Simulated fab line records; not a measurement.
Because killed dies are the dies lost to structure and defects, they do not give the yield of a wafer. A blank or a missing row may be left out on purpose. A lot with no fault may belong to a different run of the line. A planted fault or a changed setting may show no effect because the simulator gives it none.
8D (eight disciplines) problem report, filled in by code / flow n5Finfet / the parts of the form that need people (team, actions taken, sign-off) are left out

## 1. THE ISSUE
Wafers without a fault read 1500.0 rpm, standard deviation 1; spinSpeedRpm at N5_BEOL_M9_COAT_63 reads a mean of 1347.9 rpm on 6 wafers belonging to 2 lots. That is -99 or more standard deviations from the usual mean.
The step: time 60 s, resist thk 60 nm.
Seen first at day 13 17:03 on lithoTrack-01, wafer L975.2. Wafers with a number at this step in the record: 36, from 12 lots. Rule for "out", or "out of limits": more than 4 standard deviations from the usual mean. All remaining wafers that have a number are taken as sound.

## 2. WHAT IT IS, WHAT IT ISN'T
question=which readings at this step | is=spinSpeedRpm | is not=plateTempC
question=which lots | is=L975, L976 | is not=L964, L965, L968, L969, L970, L972, L974, L982, L984, L987
question=which wafers of those lots | is=all that have a number | is not=-
question=read on which tools | is=lithoTrack-01 | is not=lithoTrack-04, lithoTrack-05
question=when | is=from day 13 17:03 | is not=up to then (21 sound wafers); but 9 sound wafers of L982, L984, L987 came after

## 3. THE SUSPECTS, EACH WITH WHAT RULES IT OUT
Counting: a tool at a process step up to the reading stays a suspect if it ran every lot that is out and no sound lot after the first of them.
- pecvd-02 at N5_BEOL_M8_DEP_56 (deposits SiCN from 3MS/NH3, target thk 10 nm, time 17.5 s): ruled out as a lasting fault. The sound lots L982 went through it after L975, its earliest lot that is out (day 13 12:35).
- lithoTrack-01 at N5_BEOL_M9_COAT_63 (time 60 s, resist thk 60 nm): kept. All lots that are out passed through it, beginning with L975 at day 13 17:03, and no sound lot followed; its final sound lot before that point was L974 at day 13 08:18. On those wafers its own readings are out: spinSpeedRpm.
Remaining after the count: lithoTrack-01 at N5_BEOL_M9_COAT_63.

## 4. THE CAUSE (what the simulator had put in)
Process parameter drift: lithoTrack-01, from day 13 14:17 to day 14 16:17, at N5_BEOL_M9_COAT_63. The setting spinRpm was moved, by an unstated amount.
After counting, this tool was the only one left.

## 5. SEQUENCE OF EFFECTS, ordered by route
Rows list readings where the struck wafers' mean (over those with a number) sits beyond 3 standard deviations from the usual. Scope: only readings with a usual standard deviation given in the record; hours: median across lots of the time from each lot's start at the first step in this table that gives one to its start at this step; sigmas: change in usual standard deviations.
hours=0; step=N5_BEOL_M9_COAT_63; reading=spinSpeedRpm; usual=1500.0 rpm; on struck wafers=1347.9; change=-152.1; sigmas=-99 or more
Its process steps:
- N5_BEOL_M9_COAT_63: time 60 s, resist thk 60 nm.

## 6. WHAT WOULD HAVE CAUGHT IT SOONER
In this record the first reading out of limits was taken at day 13 17:03, 3 hours after the fault began at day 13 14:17.
